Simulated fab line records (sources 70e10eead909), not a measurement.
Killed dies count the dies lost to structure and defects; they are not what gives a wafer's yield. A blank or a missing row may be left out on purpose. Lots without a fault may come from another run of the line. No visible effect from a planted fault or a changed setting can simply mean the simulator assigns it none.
Check of tool commonality    flow nand_harc    2 lots and 6 wafers in the sample

WHY THIS WAS OPENED
Flagged at NHARC_END_SORT_01: reading killed_at_array, on 2 of 2 lots. No-fault wafers: 26, standard deviation 9.7.
Rule: a lot is flagged in two cases, either no wafer of it has a number, or all its wafers with numbers fall more than 4 standard deviations from that mean. As for the other lots, they are considered sound.

lot   measured      on         killed_at_array, wafer by wafer  flag
L209  day 22 14:55  prober-02  92 101 93                        FLAGGED
L205  day 22 17:15  prober-02  90 89 88                         FLAGGED
Average over the flagged lots: 92; offset from the usual +66, equal to +7 standard deviations.

WHICH TOOL RAN EACH LOT
4 process steps preceding the reading are held in the record, out of 1159 steps in the route. Read each cell as the tool, then ch plus the chambers that the sampled wafers visited, then the start.
lot   flag     NHARC_A_BONDPAD_ETCH_24                        NHARC_A_BONDPAD_DEGAS_25      NHARC_A_BONDPAD_ECD_18          NHARC_THIN_TSV_ETCH_44
L209  FLAGGED  rie_diel-03 ch 0,2,3, day 21 09:43 or earlier  pvd_sputter-02, day 21 09:43  ecd_cu-01 ch 0,1, day 21 10:05  rie_diel-10 ch 2,3, day 21 23:34
L205  FLAGGED  rie_diel-03 ch 0,2,3, day 21 14:14 or earlier  pvd_sputter-01, day 21 14:14  ecd_cu-01 ch 0,1, day 21 14:43  rie_diel-06 ch 0,1,2, day 22 04:01
What is done by these steps:
- NHARC_A_BONDPAD_ETCH_24: etches the open film in CF4/N2, target depth 30 nm, time 72.99 s.
- NHARC_A_BONDPAD_DEGAS_25: time 60 s.
- NHARC_A_BONDPAD_ECD_18: material Cu, target thk 400 nm.
- NHARC_THIN_TSV_ETCH_44: etches the open film in CF4/O2, target depth 1594.2 nm, time 797.1 s.
- NHARC_END_SORT_01

FLAGGED OVER TOTAL, TOOL BY TOOL (the gauges that took the reading come last)
step                      tool            lots run  flagged  share of the flagged lots  sound lots run after its first flagged lot
NHARC_A_BONDPAD_ETCH_24   rie_diel-03     2         2        all                        0
NHARC_A_BONDPAD_DEGAS_25  pvd_sputter-01  1         1        some                       0
NHARC_A_BONDPAD_DEGAS_25  pvd_sputter-02  1         1        some                       0
NHARC_A_BONDPAD_ECD_18    ecd_cu-01       2         2        all                        0
NHARC_THIN_TSV_ETCH_44    rie_diel-06     1         1        some                       0
NHARC_THIN_TSV_ETCH_44    rie_diel-10     1         1        some                       0
NHARC_END_SORT_01         prober-02       2         2        all                        0
With no start given for some of its lots, NHARC_A_BONDPAD_ETCH_24 uses the hours and lot order of NHARC_A_BONDPAD_DEGAS_25.

WHAT IS ALLOWED BY THE TABLE
rie_diel-03 at NHARC_A_BONDPAD_ETCH_24, ecd_cu-01 at NHARC_A_BONDPAD_ECD_18 and prober-02 at NHARC_END_SORT_01: these 3 rows of the table ran every flagged lot.
- rie_diel-03 at NHARC_A_BONDPAD_ETCH_24 ran 2 lots, 2 of them flagged. No sound lot ran on it before its first flagged lot in this sample; the start therefore can't be narrowed down.
- ecd_cu-01 at NHARC_A_BONDPAD_ECD_18 ran 2 lots, 2 of them flagged. No sound lot ran on it before its first flagged lot in this sample; the start therefore can't be narrowed down.
- prober-02 at NHARC_END_SORT_01 ran 2 lots, 2 of them flagged. No sound lot ran on it before its first flagged lot in this sample; the start therefore can't be narrowed down.
Because each of these 3 tools fits a fault that began at some hour, counting lots does not separate them. More lots, or a look at what each step does to the wafer, might.

WHAT THE SIMULATOR HAD INSERTED
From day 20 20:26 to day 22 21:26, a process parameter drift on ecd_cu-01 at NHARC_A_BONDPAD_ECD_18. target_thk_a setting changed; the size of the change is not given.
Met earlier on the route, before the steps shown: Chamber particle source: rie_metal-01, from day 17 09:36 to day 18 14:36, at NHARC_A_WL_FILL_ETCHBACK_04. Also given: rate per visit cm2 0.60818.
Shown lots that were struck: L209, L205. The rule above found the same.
